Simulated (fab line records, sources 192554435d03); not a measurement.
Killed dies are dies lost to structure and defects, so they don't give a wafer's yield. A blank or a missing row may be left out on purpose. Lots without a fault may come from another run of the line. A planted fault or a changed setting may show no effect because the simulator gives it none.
Which tool did it? | flow n5_finfet | 9 lots, 27 wafers sampled, at 1 step of a route of 1938

WHAT THE GAUGES READ, wafer by wafer
N5_BEOL_M4_RC_MEAS_101. Usual: DIBL_N 36.5 mV/V, standard deviation 1.9; DIBL_P 36.7 mV/V, standard deviation 2.1; IOFF_N 0.17 nA/um, standard deviation 0.035; IOFF_P 0.22 nA/um, standard deviation 0.042; ION_N 676 uA/um, standard deviation 10; ION_P 462 uA/um, standard deviation 8.1; SS_N 71.5 mV/dec, standard deviation 0.72; SS_P 73.4 mV/dec, standard deviation 0.7; VT_N 249 mV, standard deviation 3.1; VT_P -250 mV, standard deviation 3.9.
lot  | measured     | on        | DIBL_N (mV/V)  | DIBL_P (mV/V)  | IOFF_N (nA/um) | IOFF_P (nA/um) | ION_N (uA/um) | ION_P (uA/um) | SS_N (mV/dec)  | SS_P (mV/dec)  | VT_N (mV)   | VT_P (mV)      | flag
L637 | day 9 01:49  | prober-02 | 38.4 35.4 36.1 | 38.6 36.4 35.7 | 0.18 0.14 0.14 | 0.23 0.21 0.20 | 680 681 662   | 461 466 459   | 72.2 71.0 72.2 | 74.0 73.9 73.5 | 251 251 252 | -250 -249 -251 |
L641 | day 10 08:01 | prober-01 | 33.4 35.6 37.1 | 35.3 37.7 40.5 | 0.13 0.16 0.20 | 0.17 0.20 0.24 | 680 678 681   | 463 461 459   | 70.1 71.2 71.7 | 73.0 73.7 73.8 | 252 251 249 | -253 -251 -250 |
L640 | day 10 11:35 | prober-02 | 38.5 36.0 36.5 | 39.7 35.4 36.6 | 0.21 0.16 0.16 | 0.28 0.20 0.22 | 699 676 683   | 476 465 466   | 71.8 70.9 71.2 | 74.3 72.7 73.5 | 246 249 249 | -244 -248 -249 |
L642 | day 10 14:26 | prober-01 | 36.7 38.7 34.5 | 37.1 39.7 34.2 | 0.16 0.20 0.11 | 0.21 0.26 0.17 | 675 681 657   | 461 468 457   | 72.2 72.9 70.7 | 73.9 74.5 72.2 | 250 247 252 | -251 -246 -253 |
L646 | day 11 15:23 | prober-01 | 37.7 36.5 37.2 | 38.6 38.0 38.5 | 0.19 0.17 0.18 | 0.21 0.19 0.20 | 680 675 683   | 453 456 458   | 72.7 71.8 72.0 | 73.8 73.5 73.6 | 245 249 250 | -252 -254 -252 |
L647 | day 11 17:02 | prober-02 | 37.9 36.5 36.5 | 37.9 35.3 36.1 | 0.18 0.16 0.15 | 0.20 0.17 0.18 | 678 671 669   | 456 451 456   | 70.9 71.8 71.2 | 73.9 73.2 73.0 | 248 251 251 | -254 -254 -254 |
L648 | day 11 23:55 | prober-01 | 34.3 35.2 35.1 | 33.9 35.4 36.1 | 0.13 0.15 0.15 | 0.16 0.18 0.18 | 660 676 672   | 451 456 458   | 70.9 70.2 71.1 | 72.6 73.0 73.4 | 253 250 251 | -254 -254 -254 |
L652 | day 13 10:12 | prober-01 | 34.7 34.3 37.2 | 37.2 35.7 39.5 | 0.13 0.13 0.18 | 0.22 0.21 0.26 | 663 666 687   | 463 461 471   | 71.5 70.9 72.2 | 73.4 73.4 73.7 | 254 254 249 | -249 -249 -247 |
L654 | day 14 04:26 | prober-02 | 35.2 36.2 34.5 | 34.6 36.1 34.0 | 0.12 0.15 0.12 | 0.16 0.17 0.15 | 662 679 659   | 454 458 451   | 71.2 71.1 71.2 | 72.1 73.1 72.1 | 253 247 253 | -255 -254 -256 |

WHICH TOOL RAN EACH LOT (tool, then ch and the chambers of the sampled wafers, then the start)
The record holds no process step before these readings.

WHAT THE TOOLS THEMSELVES READ (means of the sampled wafers that have a number; where no wafer has one, the mark that the record gives instead)
The record holds no such reading with a usual standard deviation.

THE ANSWER, worked out from the rows above alone
Rule: a lot is off if the mean of its wafers that have a number lies more than 3 standard deviations from the usual mean. A lot without any number at a reading at which 4 lots or more have one is off too. The other lots that the step has rows for count as sound. The gauges are gone through in route order, then the tools' own readings, and for those a lot's mean is taken as printed above. The first step at which some lot is off is used, and at that step the reading that is off furthest; a lot without a number counts as furthest.
No lot is off at any reading shown: from this, nothing can be told.

WHAT THE SIMULATOR HAD PUT IN
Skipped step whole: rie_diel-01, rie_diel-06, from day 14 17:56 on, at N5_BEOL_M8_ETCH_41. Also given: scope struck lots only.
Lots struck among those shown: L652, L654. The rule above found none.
